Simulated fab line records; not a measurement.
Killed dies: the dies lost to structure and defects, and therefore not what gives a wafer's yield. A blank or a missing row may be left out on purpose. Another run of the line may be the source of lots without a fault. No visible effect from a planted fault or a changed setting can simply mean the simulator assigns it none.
Chamber matching / flow nand_harc / NHARC_A_CONTACT_ETCH_102 on rie_diel-04: 4 sister chambers
The step etches the open film in CF4/O2, target depth 100 nm, overetch 10 nm, time 55 s. 22 wafers are shown with their chamber, then 11 later ones without.

## EACH WAFER AND ITS CHAMBER
wafer=L075.2; chamber=2; showerhead_plenum_p_Torr (Torr)=1.40; drypump_motor_current_A (A)=6.00; rf_vpp_V (V)=198.7
wafer=L075.3; chamber=1; showerhead_plenum_p_Torr (Torr)=1.35; drypump_motor_current_A (A)=6.12; rf_vpp_V (V)=197.7
wafer=L075.5; chamber=2; showerhead_plenum_p_Torr (Torr)=1.40; drypump_motor_current_A (A)=6.00; rf_vpp_V (V)=196.9
wafer=L077.2; chamber=1; showerhead_plenum_p_Torr (Torr)=1.35; drypump_motor_current_A (A)=6.14; rf_vpp_V (V)=196.4
wafer=L077.4; chamber=0; showerhead_plenum_p_Torr (Torr)=1.34; drypump_motor_current_A (A)=6.38; rf_vpp_V (V)=198.2
wafer=L077.6; chamber=3; showerhead_plenum_p_Torr (Torr)=1.40; drypump_motor_current_A (A)=5.97; rf_vpp_V (V)=198.1
wafer=L078.1; chamber=1; showerhead_plenum_p_Torr (Torr)=1.35; drypump_motor_current_A (A)=6.11; rf_vpp_V (V)=196.9
wafer=L078.2; chamber=2; showerhead_plenum_p_Torr (Torr)=1.40; drypump_motor_current_A (A)=6.00; rf_vpp_V (V)=199.9
wafer=L078.4; chamber=3; showerhead_plenum_p_Torr (Torr)=1.40; drypump_motor_current_A (A)=5.97; rf_vpp_V (V)=199.4
wafer=L080.1; chamber=3; showerhead_plenum_p_Torr (Torr)=1.40; drypump_motor_current_A (A)=5.97; rf_vpp_V (V)=199.2
wafer=L080.2; chamber=1; showerhead_plenum_p_Torr (Torr)=1.35; drypump_motor_current_A (A)=6.14; rf_vpp_V (V)=198.1
wafer=L080.4; chamber=2; showerhead_plenum_p_Torr (Torr)=1.40; drypump_motor_current_A (A)=6.01; rf_vpp_V (V)=197.6
wafer=L081.1; chamber=2; showerhead_plenum_p_Torr (Torr)=1.40; drypump_motor_current_A (A)=6.00; rf_vpp_V (V)=198.9
wafer=L081.2; chamber=1; showerhead_plenum_p_Torr (Torr)=1.34; drypump_motor_current_A (A)=6.11; rf_vpp_V (V)=198.5
wafer=L081.4; chamber=3; showerhead_plenum_p_Torr (Torr)=1.40; drypump_motor_current_A (A)=5.96; rf_vpp_V (V)=199.6
wafer=L085.3; chamber=1; showerhead_plenum_p_Torr (Torr)=1.34; drypump_motor_current_A (A)=6.12; rf_vpp_V (V)=198.6
wafer=L085.4; chamber=1; showerhead_plenum_p_Torr (Torr)=1.34; drypump_motor_current_A (A)=6.11; rf_vpp_V (V)=197.8
wafer=L085.5; chamber=2; showerhead_plenum_p_Torr (Torr)=1.40; drypump_motor_current_A (A)=6.03; rf_vpp_V (V)=200.0
wafer=L086.1; chamber=2; showerhead_plenum_p_Torr (Torr)=1.40; drypump_motor_current_A (A)=5.99; rf_vpp_V (V)=198.8
wafer=L086.5; chamber=2; showerhead_plenum_p_Torr (Torr)=1.40; drypump_motor_current_A (A)=6.00; rf_vpp_V (V)=198.3
wafer=L086.6; chamber=1; showerhead_plenum_p_Torr (Torr)=1.34; drypump_motor_current_A (A)=6.11; rf_vpp_V (V)=198.5
wafer=L089.2; chamber=3; showerhead_plenum_p_Torr (Torr)=1.40; drypump_motor_current_A (A)=5.95; rf_vpp_V (V)=198.9

SIGNATURES (means of the wafers above)
reading=showerhead_plenum_p_Torr; chamber 0=1.3400; chamber 1=1.3450; chamber 2=1.4000; chamber 3=1.4000; scatter within a chamber=0.00333
reading=drypump_motor_current_A; chamber 0=6.3800; chamber 1=6.1200; chamber 2=6.0038; chamber 3=5.9640; scatter within a chamber=0.0118
reading=rf_vpp_V; chamber 0=198.200; chamber 1=197.812; chamber 2=198.637; chamber 3=199.040; scatter within a chamber=0.87
Rule: distance of a wafer from a chamber = root of the sum over the readings of ((wafer's reading minus chamber's mean) / reading's scatter) squared. If the next closest chamber is less than 2 further off than the closest, the wafer can't be placed; otherwise it belongs to the closest. The scatter: the root of (the sum of the squares of (reading less its chamber's mean) over the shown wafers, divided by (wafers less chambers)).

## WAFERS WITHOUT THEIR CHAMBER
wafer=L089.3; showerhead_plenum_p_Torr (Torr)=1.34; drypump_motor_current_A (A)=6.13; rf_vpp_V (V)=197.5
wafer=L089.6; showerhead_plenum_p_Torr (Torr)=1.40; drypump_motor_current_A (A)=5.98; rf_vpp_V (V)=200.4
wafer=L092.3; showerhead_plenum_p_Torr (Torr)=1.34; drypump_motor_current_A (A)=6.13; rf_vpp_V (V)=198.5
wafer=L092.4; showerhead_plenum_p_Torr (Torr)=1.40; drypump_motor_current_A (A)=5.97; rf_vpp_V (V)=199.2
wafer=L092.6; showerhead_plenum_p_Torr (Torr)=1.40; drypump_motor_current_A (A)=6.00; rf_vpp_V (V)=198.8
wafer=L094.1; showerhead_plenum_p_Torr (Torr)=1.40; drypump_motor_current_A (A)=6.00; rf_vpp_V (V)=199.4
wafer=L094.3; showerhead_plenum_p_Torr (Torr)=1.40; drypump_motor_current_A (A)=5.96; rf_vpp_V (V)=199.7
wafer=L094.4; showerhead_plenum_p_Torr (Torr)=1.34; drypump_motor_current_A (A)=6.10; rf_vpp_V (V)=197.6
wafer=L093.2; showerhead_plenum_p_Torr (Torr)=1.40; drypump_motor_current_A (A)=6.01; rf_vpp_V (V)=198.3
wafer=L093.4; showerhead_plenum_p_Torr (Torr)=1.33; drypump_motor_current_A (A)=6.38; rf_vpp_V (V)=199.2
wafer=L093.5; showerhead_plenum_p_Torr (Torr)=1.33; drypump_motor_current_A (A)=6.38; rf_vpp_V (V)=197.3

## CHAMBER TAKEN BY EACH
wafer=L089.3; from the rows above=1; in truth=1
wafer=L089.6; from the rows above=can't be placed: 3 or 2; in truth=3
wafer=L092.3; from the rows above=1; in truth=1
wafer=L092.4; from the rows above=3; in truth=3
wafer=L092.6; from the rows above=2; in truth=2
wafer=L094.1; from the rows above=2; in truth=2
wafer=L094.3; from the rows above=3; in truth=3
wafer=L094.4; from the rows above=1; in truth=1
wafer=L093.2; from the rows above=2; in truth=2
wafer=L093.4; from the rows above=0; in truth=0
wafer=L093.5; from the rows above=0; in truth=0
10 of 11 placed correctly. Cannot be placed on the basis of these rows: 1; the candidates contain the true chamber in 1. Wrongly placed: 0.
